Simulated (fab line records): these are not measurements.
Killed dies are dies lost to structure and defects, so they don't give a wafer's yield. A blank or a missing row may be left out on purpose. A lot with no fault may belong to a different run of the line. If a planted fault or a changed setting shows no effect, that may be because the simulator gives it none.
Matching of chambers :: flow n5_finfet :: N5_BEOL_M10_ALD_74 on ald_metal-04 has 4 sister chambers
The step deposits TaN, target thk 2 nm, pulse time 2 s, purge time 3 s. 16 wafers are shown with their chamber, then 8 later ones without.

== WAFERS, EACH WITH ITS CHAMBER ==
wafer: L075.1
chamber: 1
heater_power_w (W): 409
mfc_carrier_sccm (sccm): 1497

wafer: L075.2
chamber: 0
heater_power_w (W): 417
mfc_carrier_sccm (sccm): 1490

wafer: L075.6
chamber: 0
heater_power_w (W): 420
mfc_carrier_sccm (sccm): 1496

wafer: L077.1
chamber: 0
heater_power_w (W): 406
mfc_carrier_sccm (sccm): 1502

wafer: L077.2
chamber: 3
heater_power_w (W): 488
mfc_carrier_sccm (sccm): 1499

wafer: L077.3
chamber: 1
heater_power_w (W): 398
mfc_carrier_sccm (sccm): 1502

wafer: L077.4
chamber: 2
heater_power_w (W): 421
mfc_carrier_sccm (sccm): 1497

wafer: L077.5
chamber: 3
heater_power_w (W): 473
mfc_carrier_sccm (sccm): 1497

wafer: L077.6
chamber: 0
heater_power_w (W): 418
mfc_carrier_sccm (sccm): 1511

wafer: L084.1
chamber: 3
heater_power_w (W): 481
mfc_carrier_sccm (sccm): 1497

wafer: L084.2
chamber: 2
heater_power_w (W): 414
mfc_carrier_sccm (sccm): 1498

wafer: L084.3
chamber: 1
heater_power_w (W): 395
mfc_carrier_sccm (sccm): 1491

wafer: L084.4
chamber: 0
heater_power_w (W): 417
mfc_carrier_sccm (sccm): 1498

wafer: L084.5
chamber: 1
heater_power_w (W): 391
mfc_carrier_sccm (sccm): 1495

wafer: L084.6
chamber: 0
heater_power_w (W): 412
mfc_carrier_sccm (sccm): 1502

wafer: L086.1
chamber: 0
heater_power_w (W): 413
mfc_carrier_sccm (sccm): 1510

SIGNATURES (means of the wafers above)
reading: heater_power_w
chamber 0: 414.71
chamber 1: 398.25
chamber 2: 417.50
chamber 3: 480.67
scatter within a chamber: 6.13

reading: mfc_carrier_sccm
chamber 0: 1501.29
chamber 1: 1496.25
chamber 2: 1497.50
chamber 3: 1497.67
scatter within a chamber: 5.8
Rule: distance of a wafer from a chamber = root of the sum over the readings of ((wafer's reading minus chamber's mean) / reading's scatter) squared. The wafer belongs to the nearest chamber; if the next one is less than 2 further off, it can't be placed. The scatter: take each reading less its chamber's mean, square it, sum over the shown wafers, divide by the number of wafers less the number of chambers, and take the root.

== WAFERS WHOSE CHAMBER IS MISSING ==
wafer: L086.4
heater_power_w (W): 406
mfc_carrier_sccm (sccm): 1488

wafer: L086.5
heater_power_w (W): 425
mfc_carrier_sccm (sccm): 1498

wafer: L090.2
heater_power_w (W): 392
mfc_carrier_sccm (sccm): 1505

wafer: L090.4
heater_power_w (W): 420
mfc_carrier_sccm (sccm): 1503

wafer: L090.6
heater_power_w (W): 396
mfc_carrier_sccm (sccm): 1503

wafer: L091.1
heater_power_w (W): 478
mfc_carrier_sccm (sccm): 1505

wafer: L091.3
heater_power_w (W): 415
mfc_carrier_sccm (sccm): 1506

wafer: L091.6
heater_power_w (W): 430
mfc_carrier_sccm (sccm): 1497

== WHICH CHAMBER EACH ONE RAN IN ==
wafer: L086.4
from the rows above: can't be placed: 1 or 2 or 0
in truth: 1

wafer: L086.5
from the rows above: can't be placed: 2 or 0
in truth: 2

wafer: L090.2
from the rows above: can't be placed: 1 or 0
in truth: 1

wafer: L090.4
from the rows above: can't be placed: 0 or 2
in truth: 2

wafer: L090.6
from the rows above: can't be placed: 1 or 0
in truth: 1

wafer: L091.1
from the rows above: 3
in truth: 3

wafer: L091.3
from the rows above: can't be placed: 0 or 2
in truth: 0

wafer: L091.6
from the rows above: can't be placed: 2 or 0
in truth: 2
Correct placement for 1 of the 8. These rows do not allow placing 7 (true chamber among the candidates in 7). Placed wrongly: 0.
